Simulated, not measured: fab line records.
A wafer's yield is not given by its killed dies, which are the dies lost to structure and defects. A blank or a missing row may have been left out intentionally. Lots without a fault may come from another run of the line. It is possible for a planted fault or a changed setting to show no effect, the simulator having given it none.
fab line records -- flow nand_harc
record: lots: 6, wafers: 18, last_day: 32
route steps=1302 shown A_CHANNEL_HOLE_D1@465
lots with no fault: from the same line, run without faults
start_h: hours from the record's first day to the start of the lot's first wafer shown -- wait_h: hours from the lot's prior step to this one -- " unchanged from the row above -- L1.1+2: a row that stands for several wafers -- - either no value or no given start -- * or withheld: withheld -- < > ~ a bound
route shown NAME@n: a module of which the file shows steps, and the number in the route of the first -- usual: average and standard deviation across the fault-free wafers -- same: alike in all rows -- chamber/n: place in a boat -- sites: per-site readings -- _std_site: standard deviation of those values -- _edge_site: outer sites' mean less inner sites' -- radius_mm: how far each site lies from the wafer's centre -- mask NAME#n: copy n -- behind: the last tool/chamber to shape the wafer -- hold: the reason the lot was held/the length of the hold in hours/how it ended -- device: which transistor (n, p or np) failed to switch -- end of line: the same wafers' tests at the end of the route -- for a step that has no rows: nothing shown but its recipe -- killed: dies that structure and defects cost at the first sort, which is not the same as the wafer's yield -- map: the dies of a wafer, with x for killed, . for not killed, _ for no die there
set.NAME: setting as actually run; set.NAME@STEP: the setting as run at that earlier step -- model.NAME: the simulator's own value behind a step, which no gauge read
a table for each step, a row for each wafer; lots at some steps of the route
services: from which hour (start_h, from the record's first day; less than 0 if before it) a tool's chamber was out of use, for how many hours, and why
== steps ==
step: NHARC_A_CHANNEL_HOLE_D1_DESCUM_15
recipe: time_s: 3, o2_flow_sccm: 200, ar_flow_sccm: 0, bias_power_w: 0, chemistry: O2
usual: drypump_motor_current_A: 5.8/0.53, oes_product_au: 1.001/0.011, rf_vpp_V: 57.6/0.88, showerhead_plenum_p_Torr: 1.88/0.068, throttle_valve_pct: 11.310/0.0088
lot.wafer,tool,chamber,start_h,wait_h,drypump_motor_current_A,oes_product_au,rf_hours_counter_h,rf_vpp_V,showerhead_plenum_p_Torr,throttle_valve_pct
L404.4,rie_diel-11,3,189.81,0.1,6.2,0.997,30,56.9,1.77,11.305
L404.3,rie_diel-11,1,189.81,0.1,6.3,1.001,37,57.9,1.92,11.316
L404.5,rie_diel-11,2,189.81,0.1,5.3,1.012,-,57.1,1.87,11.305
L407.1,rie_diel-07,3,214.09,0.1,5.2,1.016,7,56.2,1.87,11.298
L407.3,rie_diel-07,0,214.09,0.1,5.4,1.007,3,58.5,1.81,11.307
L407.5,rie_diel-07,3,214.09,0.1,5.2,1.020,-,57.3,1.87,11.317
L420.1,rie_diel-07,3,340.56,0.1,5.2,1.008,3,57.7,1.87,11.304
L420.4,rie_diel-07,0,340.56,0.1,5.4,0.999,3,55.9,1.81,11.315
L420.5,rie_diel-07,2,340.56,0.1,6.3,0.994,-,57.8,1.87,11.311
L421.4,rie_diel-07,2,351.32,0.1,6.3,1.000,5,55.7,1.87,11.300
L421.1,rie_diel-07,1,351.32,0.1,6.4,0.990,5,57.8,1.95,11.312
L421.5,rie_diel-07,2,351.32,0.1,6.3,0.993,-,59.0,1.87,11.317
L423.4,rie_diel-11,0,362.22,0.1,6.0,1.015,30,58.9,2.05,11.310
L423.1,rie_diel-11,1,362.22,0.1,6.3,1.010,34,57.1,1.90,11.305
L423.6,rie_diel-11,1,362.22,0.1,6.3,0.991,-,59.0,1.90,11.305
L424.4,rie_diel-07,0,380.00,0.1,5.4,1.007,7,54.9,1.81,11.305
L424.2,rie_diel-07,2,380.00,0.1,6.3,1.001,7,57.2,1.86,11.289
L424.5,rie_diel-07,1,380.00,0.1,6.4,0.981,-,56.8,1.94,11.313
step: NHARC_A_CHANNEL_HOLE_D1_ETCH_38
recipe: target_depth_a: 390, over_etch_frac: 0.3, time_s: 65, ion_energy_ev: 80, cf4_flow_sccm: 150, ar_flow_sccm: 0, rf_w: 300, bias_w: 100, chemistry: CF4
step: NHARC_A_CHANNEL_HOLE_D1_ETCH_39
recipe: target_depth_a: 2600, over_etch_frac: 0.3, time_s: 325, ion_energy_ev: 200, n2_flow_sccm: 150, h2_flow_sccm: 150, ar_flow_sccm: 0, rf_w: 400, bias_w: 150, chemistry: N2/H2
step: NHARC_A_CHANNEL_HOLE_D1_ETCH_34
recipe: target_depth_a: 1540, time_s: 77, cf4_flow_sccm: 100, chf3_flow_sccm: 30, ar_flow_sccm: 0, rf_w: 500, bias_w: 200, chemistry: CF4/CHF3
usual: drypump_motor_current_A: 5.8/0.53, oes_product_au: 0.945/0.024, rf_vpp_V: 369.8/1.8, showerhead_plenum_p_Torr: 1.55/0.051, throttle_valve_pct: 16.803/0.0087
lot.wafer,tool,chamber,start_h,wait_h,drypump_motor_current_A,oes_product_au,rf_hours_counter_h,rf_vpp_V,showerhead_plenum_p_Torr,throttle_valve_pct
L404.3,rie_diel-11,3,-,-,6.2,0.969,30,366.3,1.46,16.793
L404.4,rie_diel-11,0,-,-,6.0,0.984,34,374.6,1.69,16.789
L404.5,rie_diel-11,2,-,-,5.3,0.973,-,369.7,1.54,16.782
L407.3,rie_diel-07,0,-,-,5.4,0.965,3,368.2,1.49,16.800
L407.1,rie_diel-07,2,-,-,6.4,0.909,9,370.3,1.54,16.799
L407.5,rie_diel-07,0,-,-,5.4,0.959,-,367.5,1.49,16.798
L420.1,rie_diel-07,1,-,-,6.4,0.984,4,371.4,1.60,16.803
L420.4,rie_diel-07,0,-,-,5.5,0.994,4,367.7,1.49,16.809
L420.5,rie_diel-07,2,-,-,6.3,0.955,-,367.3,1.54,16.807
L421.1,rie_diel-07,0,-,-,5.4,0.965,5,369.0,1.49,16.802
L421.4,rie_diel-07,2,-,-,6.3,0.942,5,368.5,1.54,16.809
L421.5,rie_diel-07,1,-,-,6.4,0.965,-,370.3,1.60,16.789
L423.1,rie_diel-11,1,-,-,6.3,0.918,35,370.7,1.56,16.800
L423.4,rie_diel-11,3,-,-,6.2,0.911,32,374.1,1.69,16.797
L423.6,rie_diel-11,1,-,-,6.3,0.923,-,369.5,1.56,16.780
L424.4,rie_diel-07,2,-,-,6.3,0.915,8,367.9,1.54,16.814
L424.2,rie_diel-07,3,-,-,5.2,0.919,7,369.1,1.54,16.795
L424.5,rie_diel-07,2,-,-,6.3,0.922,-,368.7,1.53,16.802
step: NHARC_A_CHANNEL_HOLE_D1_ETCH_16
recipe: target_depth_a: 31000, over_etch_frac: 0.3, time_s: 806, ion_energy_ev: 150, o2_flow_sccm: 400, cos_flow_sccm: 20, ar_flow_sccm: 0, rf_w: 500, bias_w: 300, chemistry: O2/COS
usual: drypump_motor_current_A: 5.8/0.54, oes_product_au: 1.000/0.011, rf_vpp_V: 313.5/1.6, showerhead_plenum_p_Torr: 3.07/0.098, throttle_valve_pct: 28.331/0.0086
lot.wafer,tool,chamber,start_h,wait_h,drypump_motor_current_A,oes_product_au,rf_hours_counter_h,rf_vpp_V,showerhead_plenum_p_Torr,throttle_valve_pct
L404.3,rie_diel-11,0,-,-,6.0,0.997,34,318.0,3.35,28.325
L404.4,rie_diel-11,1,-,-,6.3,0.999,37,314.7,3.12,28.328
L404.5,rie_diel-11,2,-,-,5.3,1.012,-,313.4,3.05,28.325
L407.1,rie_diel-07,2,-,-,6.4,0.984,9,312.5,3.05,28.332
L407.3,rie_diel-07,3,-,-,5.2,1.018,7,313.9,3.05,28.343
L407.5,rie_diel-07,1,-,-,6.4,0.995,-,315.5,3.18,28.340
L420.4,rie_diel-07,3,-,-,5.2,0.989,3,313.4,3.05,28.334
L420.1,rie_diel-07,2,-,-,6.4,0.997,4,314.0,3.05,28.310
L420.5,rie_diel-07,0,-,-,5.4,1.006,-,314.1,2.96,28.327
L421.1,rie_diel-07,1,-,-,6.4,1.005,5,316.1,3.17,28.326
L421.4,rie_diel-07,0,-,-,5.5,1.007,5,311.5,2.96,28.328
L421.5,rie_diel-07,2,-,-,6.3,0.991,-,313.6,3.05,28.326
L423.4,rie_diel-11,2,-,-,5.3,1.022,34,313.7,3.03,28.343
L423.1,rie_diel-11,0,-,-,6.0,1.000,30,316.8,3.33,28.321
L423.6,rie_diel-11,1,-,-,6.3,1.013,-,314.1,3.10,28.335
L424.2,rie_diel-07,1,-,-,6.4,0.988,8,313.5,3.17,28.332
L424.4,rie_diel-07,2,-,-,6.4,0.988,8,312.3,3.05,28.346
L424.5,rie_diel-07,3,-,-,5.2,0.995,-,312.7,3.05,28.331
step: NHARC_A_CHANNEL_HOLE_D1_CD_MEAS_18
usual: cd_nm: 98.9/2
lot.wafer,tool,chamber,start_h,wait_h,cd_nm
L404.3,cd_sem-03,-,190.91,-,95.4
L404.4,cd_sem-03,-,190.91,-,97.4
L404.5,cd_sem-03,-,190.91,-,96.6
L407.1,cd_sem-01,-,215.20,-,98.8
L407.3,cd_sem-01,-,215.20,-,95.8
L407.5,cd_sem-01,-,215.20,-,101.2
L420.1,cd_sem-01,-,341.66,-,101.1
L420.4,cd_sem-01,-,341.66,-,97.0
L420.5,cd_sem-01,-,341.66,-,102.4
L421.1,cd_sem-02,-,352.45,-,100.3
L421.4,cd_sem-02,-,352.45,-,98.0
L421.5,cd_sem-02,-,352.45,-,99.3
L423.1,cd_sem-01,-,363.78,-,98.4
L423.4,cd_sem-01,-,363.78,-,99.0
L423.6,cd_sem-01,-,363.78,-,97.7
L424.2,cd_sem-01,-,381.11,-,100.0
L424.4,cd_sem-01,-,381.11,-,100.7
L424.5,cd_sem-01,-,381.11,-,97.8
step: NHARC_A_CHANNEL_HOLE_D1_ETCH_19
recipe: bias_v: 1200, source_w: 2500, pressure_mtorr: 15, time_s: 34.5, ar_flow_sccm: 375, c4f8_flow_sccm: 28.8, o2_flow_sccm: 96.2, temp_c: -20, target_depth_a: *, chemistry: C4F8/O2/Ar
step: NHARC_A_CHANNEL_HOLE_D1_ETCH_20
recipe: bias_v: 3000, source_w: withheld, pressure_mtorr: 20, time_s: 361.9, ar_flow_sccm: 375, c4f8_flow_sccm: 89.3, o2_flow_sccm: 35.7, temp_c: -20, target_depth_a: 16000, chemistry: C4F8/O2/Ar
usual: drypump_motor_current_A: 5.4/0.61, showerhead_plenum_p_Torr: 3.68/0.065, throttle_valve_pct: 32.155/0.0097
lot.wafer,tool,chamber,start_h,wait_h,drypump_motor_current_A,rf_hours_counter_h,showerhead_plenum_p_Torr,throttle_valve_pct
L404.4,har_etch-02,0,191.81,0.2,6.4,-,3.62,32.165
L404.3,har_etch-02,1,191.81,0.2,5.2,-,3.77,32.150
L404.5,har_etch-02,1,191.81,0.2,5.2,-,3.77,32.140
L407.1,har_etch-01,1,215.47,0.1,5.4,103,3.72,32.154
L407.3,har_etch-01,1,215.47,0.1,5.4,-,3.72,32.153
L407.5,har_etch-01,0,215.47,0.1,4.7,-,3.72,32.150
L420.1,har_etch-02,1,341.85,0.1,5.2,367,3.73,32.143
L420.4,har_etch-02,0,341.85,0.1,6.4,-,3.58,32.172
L420.5,har_etch-02,0,341.85,0.1,6.4,-,3.58,32.151
L421.1,har_etch-02,0,352.63,0.1,6.4,394,3.57,32.152
L421.4,har_etch-02,0,352.63,0.1,6.4,-,3.57,32.145
L421.5,har_etch-02,1,352.63,0.1,5.2,-,3.72,32.167
L423.1,har_etch-01,1,366.45,0.1,5.4,198,3.67,32.145
L423.4,har_etch-01,0,366.45,0.1,4.7,-,3.67,32.159
L423.6,har_etch-01,0,366.45,0.1,4.7,-,3.67,32.149
L424.2,har_etch-01,1,382.42,0.1,5.5,206,3.67,32.161
L424.4,har_etch-01,0,382.42,0.1,4.7,-,3.67,32.153
L424.5,har_etch-01,0,382.42,0.1,4.8,-,3.67,32.153
step: NHARC_A_CHANNEL_HOLE_D1_ETCH_21
recipe: bias_v: 3000, source_w: withheld, pressure_mtorr: 20, time_s: 514.3, ar_flow_sccm: 375, c4f8_flow_sccm: 89.3, o2_flow_sccm: 35.7, temp_c: -20, target_depth_a: 16000, chemistry: C4F8/O2/Ar
step: NHARC_A_CHANNEL_HOLE_D1_ETCH_22
recipe: bias_v: 3000, source_w: withheld, pressure_mtorr: 20, time_s: 666.7, ar_flow_sccm: 375, c4f8_flow_sccm: 89.3, o2_flow_sccm: 35.7, temp_c: -20, target_depth_a: 16000, chemistry: C4F8/O2/Ar
step: NHARC_A_CHANNEL_HOLE_D1_ETCH_23
recipe: bias_v: 5000, source_w: withheld, pressure_mtorr: 20, time_s: 819, ar_flow_sccm: 375, c4f8_flow_sccm: 89.3, o2_flow_sccm: 35.7, temp_c: -20, target_depth_a: 16000, chemistry: C4F8/O2/Ar
step: NHARC_A_CHANNEL_HOLE_D1_ETCH_24
recipe: bias_v: 5000, source_w: withheld, pressure_mtorr: 20, time_s: 906.2, ar_flow_sccm: 375, c4f8_flow_sccm: 93.8, o2_flow_sccm: 31.2, temp_c: -20, target_depth_a: 15000, chemistry: C4F8/O2/Ar
step: NHARC_A_CHANNEL_HOLE_D1_ETCH_25
recipe: bias_v: 5000, source_w: withheld, pressure_mtorr: 20, time_s: 1040.2, ar_flow_sccm: 375, c4f8_flow_sccm: 93.8, o2_flow_sccm: 31.2, temp_c: -20, target_depth_a: 15000, chemistry: C4F8/O2/Ar
usual: drypump_motor_current_A: 5.4/0.62, showerhead_plenum_p_Torr: 3.68/0.065, throttle_valve_pct: 32.234/0.0091
lot.wafer,tool,chamber,start_h,wait_h,drypump_motor_current_A,rf_hours_counter_h,showerhead_plenum_p_Torr,throttle_valve_pct
L404.4,har_etch-02,0,194.77,0.7,6.4,-,3.62,32.222
L404.3,har_etch-02,1,194.77,0.7,5.2,-,3.76,32.226
L404.5,har_etch-02,1,194.77,0.7,5.2,-,3.76,32.240
L407.1,har_etch-01,1,218.25,0.6,5.4,106,3.72,32.249
L407.3,har_etch-01,1,218.25,0.6,5.4,-,3.72,32.226
L407.5,har_etch-01,0,218.25,0.6,4.7,-,3.72,32.234
L420.1,har_etch-02,1,344.61,0.6,5.2,370,3.72,32.230
L420.4,har_etch-02,0,344.61,0.6,6.4,-,3.57,32.221
L420.5,har_etch-02,0,344.61,0.6,6.4,-,3.57,32.234
L421.1,har_etch-02,0,355.43,0.6,6.3,396,3.57,32.246
L421.4,har_etch-02,0,355.43,0.6,6.3,-,3.57,32.244
L421.5,har_etch-02,1,355.43,0.6,5.2,-,3.72,32.243
L423.1,har_etch-01,1,369.34,0.7,5.4,201,3.66,32.220
L423.4,har_etch-01,0,369.34,0.7,4.7,-,3.66,32.232
L423.6,har_etch-01,0,369.34,0.7,4.7,-,3.66,32.222
L424.2,har_etch-01,1,385.30,0.7,5.5,209,3.66,32.246
L424.4,har_etch-01,0,385.30,0.7,4.7,-,3.66,32.233
L424.5,har_etch-01,0,385.30,0.7,4.7,-,3.66,32.221
step: NHARC_A_CHANNEL_HOLE_D1_ETCH_26
recipe: bias_v: 300, source_w: 2000, pressure_mtorr: 30, time_s: 224.1, ar_flow_sccm: 375, c4f8_flow_sccm: 11.4, o2_flow_sccm: 113.6, temp_c: -20, target_depth_a: 3000, chemistry: C4F8/O2/Ar
step: NHARC_A_CHANNEL_HOLE_D1_ETCH_33
recipe: bias_v: 400, source_w: 2000, pressure_mtorr: 25, time_s: 90, ar_flow_sccm: 375, c4f8_flow_sccm: 41.7, o2_flow_sccm: 83.3, temp_c: -20, target_depth_a: 4000, chemistry: C4F8/O2/Ar
usual: drypump_motor_current_A: 5.4/0.61, showerhead_plenum_p_Torr: 3.72/0.068, throttle_valve_pct: 27.620/0.0092
lot.wafer,tool,chamber,start_h,wait_h,drypump_motor_current_A,rf_hours_counter_h,showerhead_plenum_p_Torr,throttle_valve_pct
L404.4,har_etch-02,0,195.62,0.2,6.4,-,3.66,27.619
L404.3,har_etch-02,1,195.62,0.2,5.2,-,3.80,27.606
L404.5,har_etch-02,1,195.62,0.2,5.2,-,3.81,27.614
L407.1,har_etch-01,1,219.32,0.2,5.5,107,3.76,27.634
L407.3,har_etch-01,1,219.32,0.2,5.4,-,3.76,27.612
L407.5,har_etch-01,0,219.32,0.2,4.7,-,3.76,27.609
L420.1,har_etch-02,1,345.68,0.2,5.2,371,3.77,27.644
L420.4,har_etch-02,0,345.68,0.2,6.4,-,3.61,27.622
L420.5,har_etch-02,0,345.68,0.2,6.4,-,3.61,27.621
L421.1,har_etch-02,0,356.51,0.2,6.4,397,3.61,27.612
L421.4,har_etch-02,0,356.51,0.2,6.5,-,3.61,27.619
L421.5,har_etch-02,1,356.51,0.2,5.2,-,3.76,27.617
L423.1,har_etch-01,1,370.29,0.2,5.4,202,3.71,27.629
L423.4,har_etch-01,0,370.29,0.2,4.7,-,3.71,27.614
L423.6,har_etch-01,0,370.29,0.2,4.7,-,3.71,27.631
L424.2,har_etch-01,1,386.27,0.2,5.4,210,3.70,27.627
L424.4,har_etch-01,0,386.27,0.2,4.7,-,3.70,27.620
L424.5,har_etch-01,0,386.27,0.2,4.7,-,3.70,27.613
step: NHARC_A_CHANNEL_HOLE_D1_STRIP_41
recipe: n2_flow_sccm: 150, h2_flow_sccm: 150, ar_flow_sccm: 0, bias_w: 0, chemistry: N2/H2
step: NHARC_A_CHANNEL_HOLE_D1_STRIP_42
recipe: cf4_flow_sccm: 100, chf3_flow_sccm: 30, ar_flow_sccm: 0, bias_w: 0, chemistry: CF4/CHF3
step: NHARC_A_CHANNEL_HOLE_D1_STRIP_43
recipe: o2_flow_sccm: 400, cos_flow_sccm: 20, ar_flow_sccm: 0, bias_w: 0, chemistry: O2/COS
step: NHARC_A_CHANNEL_HOLE_D1_ETCH_44
recipe: target_depth_a: 1400, overetch_a: 140, time_s: 77, ion_energy_ev: 100, cf4_flow_sccm: 80, o2_flow_sccm: 20, ar_flow_sccm: 0, rf_w: 300, bias_w: 100, chemistry: CF4/O2
usual: drypump_motor_current_A: 5.9/0.52, oes_f_703_au: 1.000/0.0048, oes_product_au: 1.000/0.011, rf_vpp_V: 197.3/1.3, showerhead_plenum_p_Torr: 1.31/0.04, throttle_valve_pct: 13.398/0.0092
lot.wafer,tool,chamber,start_h,wait_h,drypump_motor_current_A,oes_f_703_au,oes_product_au,rf_hours_counter_h,rf_vpp_V,showerhead_plenum_p_Torr,throttle_valve_pct,model.A_CHANNEL_HOLE_D1.cd_nm
L404.4,rie_diel-07,3,196.30,0.0,5.2,0.998,1.012,5,197.4,1.30,13.398,90.52
L404.3,rie_diel-07,0,196.30,0.0,5.4,1.002,1.009,2,195.2,1.26,13.398,91.62
L404.5,rie_diel-07,0,196.30,0.0,5.4,0.996,0.996,-,195.1,1.26,13.409,91.46
L407.1,rie_diel-07,2,220.07,0.1,6.4,1.006,0.991,9,198.3,1.31,13.398,89.52
L407.3,rie_diel-07,3,220.07,0.1,5.2,0.998,1.024,7,197.8,1.30,13.401,90.86
L407.5,rie_diel-07,2,220.07,0.1,6.3,1.003,0.979,-,199.7,1.31,13.400,90.37
L420.1,rie_diel-07,1,346.44,0.1,6.4,1.004,0.996,5,198.6,1.36,13.401,92.02
L420.4,rie_diel-07,2,346.44,0.1,6.3,1.006,0.998,5,197.8,1.30,13.382,91.56
L420.5,rie_diel-07,0,346.44,0.1,5.5,1.002,1.004,-,197.3,1.26,13.408,93.12
L421.4,rie_diel-07,0,357.26,0.1,5.4,0.996,1.007,5,195.9,1.26,13.402,91.45
L421.1,rie_diel-07,1,357.26,0.1,6.4,1.001,0.995,6,198.3,1.36,13.416,91.57
L421.5,rie_diel-07,3,357.26,0.1,5.2,0.999,0.998,-,197.8,1.30,13.402,89.8
L423.4,rie_diel-11,2,371.02,0.1,5.3,0.999,1.023,37,198.0,1.29,13.400,89.94
L423.1,rie_diel-11,1,371.02,0.1,6.3,1.004,1.005,38,198.9,1.32,13.406,90.04
L423.6,rie_diel-11,3,371.02,0.1,6.2,1.002,1.007,-,200.3,1.44,13.396,91.09
L424.4,rie_diel-07,1,386.99,0.1,6.3,0.998,0.995,8,198.4,1.36,13.393,89.55
L424.2,rie_diel-07,3,386.99,0.1,5.2,0.996,0.999,7,198.6,1.30,13.404,88.96
L424.5,rie_diel-07,1,386.99,0.1,6.3,1.002,0.990,-,198.5,1.36,13.392,89.07
step: NHARC_A_CHANNEL_HOLE_D1_STRIP_27
recipe: o2_flow_sccm: 500, ar_flow_sccm: 0, bias_w: 0, chemistry: O2
step: NHARC_A_CHANNEL_HOLE_D1_PRECLEAN_28
recipe: time_s: *, temp_c: 50, bath_age_min: 0, chemistry: SC1
step: NHARC_A_CHANNEL_HOLE_D1_SRD_29
step: NHARC_A_CHANNEL_HOLE_D1_CD_MEAS_30
usual: cd_nm: 90.3/1.1
lot.wafer,tool,chamber,start_h,wait_h,cd_nm
L404.3,cd_sem-01,-,197.09,-,92.4
L404.4,cd_sem-01,-,197.09,-,90.4
L404.5,cd_sem-01,-,197.09,-,92.2
L407.1,cd_sem-02,-,220.87,-,90.4
L407.3,cd_sem-02,-,220.87,-,91.4
L407.5,cd_sem-02,-,220.87,-,91.2
L420.1,cd_sem-01,-,347.23,-,91.7
L420.4,cd_sem-01,-,347.23,-,91.5
L420.5,cd_sem-01,-,347.23,-,93.2
L421.1,cd_sem-01,-,358.05,-,90.8
L421.4,cd_sem-01,-,358.05,-,91.1
L421.5,cd_sem-01,-,358.05,-,89.2
L423.1,cd_sem-01,-,371.82,-,89.9
L423.4,cd_sem-01,-,371.82,-,89.6
L423.6,cd_sem-01,-,371.82,-,90.9
L424.2,cd_sem-02,-,387.79,-,88.7
L424.4,cd_sem-02,-,387.79,-,89.2
L424.5,cd_sem-02,-,387.79,-,88.6
step: NHARC_A_CHANNEL_HOLE_D1_XSEM_31
recipe: landing_energy_ev: 35000
usual: bot_cd_nm: 74.9/1.3, bow_nm: 8.60/0.23, tilt_deg: 0.08/0.038
lot.wafer,tool,chamber,start_h,wait_h,bot_cd_nm,bow_nm,tilt_deg
L404.3,xsem-02,0,197.19,0.1,76.4,8.57,0.14
L404.4,xsem-02,0,197.19,0.1,73.7,8.52,0.14
L404.5,xsem-02,0,197.19,0.1,75.8,8.55,0.14
L407.1,xsem-01,0,220.96,0.1,74.8,9.21,0.09
L407.3,xsem-01,0,220.96,0.1,75.1,9.12,0.09
L407.5,xsem-01,0,220.96,0.1,76.0,9.14,0.09
L420.1,xsem-01,0,347.31,0.1,76.0,9.74,0.08
L420.4,xsem-01,0,347.31,0.1,75.6,9.62,0.08
L420.5,xsem-01,0,347.31,0.1,77.1,9.68,0.08
L421.1,xsem-02,0,358.14,0.1,74.8,9.35,0.03
L421.4,xsem-02,0,358.14,0.1,75.5,9.26,0.03
L421.5,xsem-02,0,358.14,0.1,73.2,9.29,0.03
L423.1,xsem-02,0,371.91,0.1,73.8,8.37,0.06
L423.4,xsem-02,0,371.91,0.1,73.1,8.35,0.06
L423.6,xsem-02,0,371.91,0.1,75.0,8.38,0.06
L424.2,xsem-02,0,387.88,0.1,74.2,8.58,0.09
L424.4,xsem-02,0,387.88,0.1,74.5,8.65,0.09
L424.5,xsem-02,0,387.88,0.1,73.8,8.61,0.09
step: NHARC_A_CHANNEL_HOLE_D1_INSPECT_40
usual: raw_defect_count: 75/25
lot.wafer,tool,chamber,start_h,wait_h,raw_defect_count
L404.3,defect_inspect-01,-,197.28,-,118
L404.4,defect_inspect-01,-,197.28,-,87
L404.5,defect_inspect-01,-,197.28,-,122
L407.1,defect_inspect-01,-,221.06,-,25
L407.3,defect_inspect-01,-,221.06,-,47
L407.5,defect_inspect-01,-,221.06,-,59
L420.1,defect_inspect-02,-,347.41,-,92
L420.4,defect_inspect-02,-,347.41,-,88
L420.5,defect_inspect-02,-,347.41,-,97
L421.1,defect_inspect-02,-,358.23,-,94
L421.4,defect_inspect-02,-,358.23,-,86
L421.5,defect_inspect-02,-,358.23,-,73
L423.1,defect_inspect-02,-,372.01,-,57
L423.4,defect_inspect-02,-,372.01,-,48
L423.6,defect_inspect-02,-,372.01,-,81
L424.2,defect_inspect-02,-,387.97,-,84
L424.4,defect_inspect-02,-,387.97,-,67
L424.5,defect_inspect-02,-,387.97,-,68
== services ==
tool,chamber,start_h,hours,kind
rie_diel-07,0,176.35,-,clean
rie_diel-07,1,176.35,-,clean
rie_diel-07,2,176.35,-,clean
rie_diel-07,3,176.35,-,clean
rie_diel-07,1,191.67,3.2,repair
rie_diel-07,0,200.93,-,clean
rie_diel-07,1,200.93,-,clean
rie_diel-07,2,200.93,-,clean
rie_diel-07,3,200.93,-,clean
rie_diel-07,-,211.41,0.9,repair
rie_diel-07,0,225.43,-,clean
rie_diel-07,1,225.43,-,clean
rie_diel-07,2,225.43,-,clean
rie_diel-07,3,225.43,-,clean
har_etch-01,-,240.63,3.7,repair
xsem-02,-,243.09,0.6,repair
rie_diel-11,-,255.59,9.0,pm
rie_diel-07,1,257.86,26.7,repair
rie_diel-11,3,270.66,5.1,repair
rie_diel-07,-,295.23,9.0,pm
har_etch-02,-,320.03,0.0,repair
rie_diel-11,0,335.93,9.7,repair
xsem-01,-,374.00,14.0,pm
har_etch-02,-,378.25,17.0,pm
== key ==
first_sign: step: NHARC_A_CHANNEL_HOLE_D1_XSEM_31, reading: bow_nm, direction: up, sigmas: 3.9, usual: 8.60, struck: 9.49
effect none on later readings
model_effect: step: NHARC_A_CHANNEL_HOLE_D1_ETCH_44, value: A_CHANNEL_HOLE_D1.cd_nm, without: 90.15, struck: 91.59
met_at NHARC_A_CHANNEL_HOLE_D1_ETCH_25
struck_wafers L420.1,L420.4,L420.5,L421.1,L421.4,L421.5
tester_left_out L420,L421
onset_between 194.77 344.61
also_fits NHARC_A_CHANNEL_HOLE_D1_ETCH_20:har_etch-02,NHARC_A_CHANNEL_HOLE_D1_ETCH_33:har_etch-02
fault: kind: process_parameter_drift, tool: har_etch-02, chamber: -, onset_h: 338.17, steps: NHARC_A_CHANNEL_HOLE_D1_ETCH_25, channel: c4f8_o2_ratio, offset: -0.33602, shape: step, end_h: 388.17, acts_in: these_recipes_only, stated: 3
tester_left_out: of these lots the tester's yield and bins aren't shown, on N5 and GAA mostly nor the transistor test; their killed dies are dies lost to structure and defects alone, not to doping, threshold or leakage, so they don't give the yield
